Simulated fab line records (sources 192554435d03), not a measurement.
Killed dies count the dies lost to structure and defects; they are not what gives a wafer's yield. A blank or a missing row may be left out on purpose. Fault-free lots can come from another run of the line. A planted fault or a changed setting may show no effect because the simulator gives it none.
Matching of chambers :: flow n5_finfet :: N5_BEOL_M10_ALD_74 on ald_metal-04 has 4 sister chambers
The step deposits TaN, target thk 2 nm, pulse time 2 s, purge time 3 s. 4 wafers are shown with their chamber, then 8 later ones without.

## EACH WAFER AND ITS CHAMBER
wafer: L079.6
chamber: 1
heater_power_w (W): 505

wafer: L083.1
chamber: 2
heater_power_w (W): 490

wafer: L083.2
chamber: 0
heater_power_w (W): 407

wafer: L082.1
chamber: 3
heater_power_w (W): 462

## WAFERS WHOSE CHAMBER IS MISSING
wafer: L082.4
heater_power_w (W): 497

wafer: L082.6
heater_power_w (W): 498

wafer: L084.3
heater_power_w (W): 496

wafer: L084.5
heater_power_w (W): 492

wafer: L084.6
heater_power_w (W): 497

wafer: L089.2
heater_power_w (W): 488

wafer: L089.3
heater_power_w (W): 501

wafer: L089.6
heater_power_w (W): 488

## WHICH CHAMBER EACH WENT THROUGH
wafer: L082.4
from the rows above: can't be placed: 2 or 1
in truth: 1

wafer: L082.6
from the rows above: can't be placed: 1 or 2
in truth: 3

wafer: L084.3
from the rows above: can't be placed: 2 or 1
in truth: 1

wafer: L084.5
from the rows above: 2
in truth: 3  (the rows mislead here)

wafer: L084.6
from the rows above: can't be placed: 2 or 1
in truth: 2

wafer: L089.2
from the rows above: 2
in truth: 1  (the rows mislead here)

wafer: L089.3
from the rows above: can't be placed: 1 or 2
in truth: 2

wafer: L089.6
from the rows above: 2
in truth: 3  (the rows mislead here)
Correct placement for 0 of the 8. Can't be placed from these rows: 5 (the true chamber is among the candidates in 4). Placed wrongly: 3.
How it was worked out, from the rows above alone: a wafer's distance from a chamber is the root of the sum, over the readings, of the square of ((its reading less the chamber's mean) divided by the reading's scatter). If the next closest chamber is less than 2 further off than the closest, the wafer can't be placed; otherwise it belongs to the closest. Each chamber's mean is taken over the wafers shown for it. The scatter (one wafer shown for each chamber): square how far every hidden wafer sits from the nearest shown wafer, average those squares and take the square root.
